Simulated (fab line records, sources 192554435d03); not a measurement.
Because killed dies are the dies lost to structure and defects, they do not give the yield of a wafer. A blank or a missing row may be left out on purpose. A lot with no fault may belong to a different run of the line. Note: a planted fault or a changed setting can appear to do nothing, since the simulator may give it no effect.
Matching of chambers + flow n5_finfet + ald_hk-02 running N5_HKMG_FIN_ALD_74: 4 sister chambers
The step deposits La2O3, target thk 0.5 nm, pulse time 6 s, co reactant pulse time 1 s. 4 wafers are shown with their chamber, then 11 later ones without.

## WAFERS PAIRED WITH THEIR CHAMBERS
| wafer  | chamber | heater_power_w (W) |
|--------|---------|--------------------|
| L085.5 | 0       | 346                |
| L087.2 | 3       | 323                |
| L087.3 | 2       | 374                |
| L093.2 | 1       | 387                |

## WAFERS WITHOUT THEIR CHAMBER
| wafer  | heater_power_w (W) |
|--------|--------------------|
| L093.3 | 366                |
| L093.4 | 328                |
| L094.4 | 366                |
| L094.5 | 346                |
| L094.6 | 385                |
| L096.1 | 377                |
| L096.2 | 352                |
| L096.5 | 318                |
| L097.2 | 335                |
| L097.3 | 374                |
| L097.4 | 350                |

## CHAMBER TAKEN BY EACH
| wafer  | from the rows above     | in truth                   |
|--------|-------------------------|----------------------------|
| L093.3 | 2                       | 2                          |
| L093.4 | 3                       | 3                          |
| L094.4 | 2                       | 2                          |
| L094.5 | 0                       | 0                          |
| L094.6 | can't be placed: 1 or 2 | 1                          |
| L096.1 | can't be placed: 2 or 1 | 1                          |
| L096.2 | 0                       | 0                          |
| L096.5 | 3                       | 3                          |
| L097.2 | can't be placed: 0 or 3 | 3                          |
| L097.3 | 2                       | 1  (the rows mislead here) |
| L097.4 | 0                       | 0                          |
7 of 11 placed correctly. Can't be placed from these rows: 3 (the true chamber is among the candidates in 3). Wrongly placed: 1.
How it was worked out, from the rows above alone: a wafer's distance from a chamber is the root of the sum, over the readings, of the square of ((its reading less the chamber's mean) divided by the reading's scatter). The wafer belongs to the nearest chamber; if the next one is less than 2 further off, it can't be placed. A chamber's mean is the mean of its shown wafers. The scatter: with one shown wafer a chamber, the root of the mean of the squares of how far each hidden wafer lies from its nearest shown one.
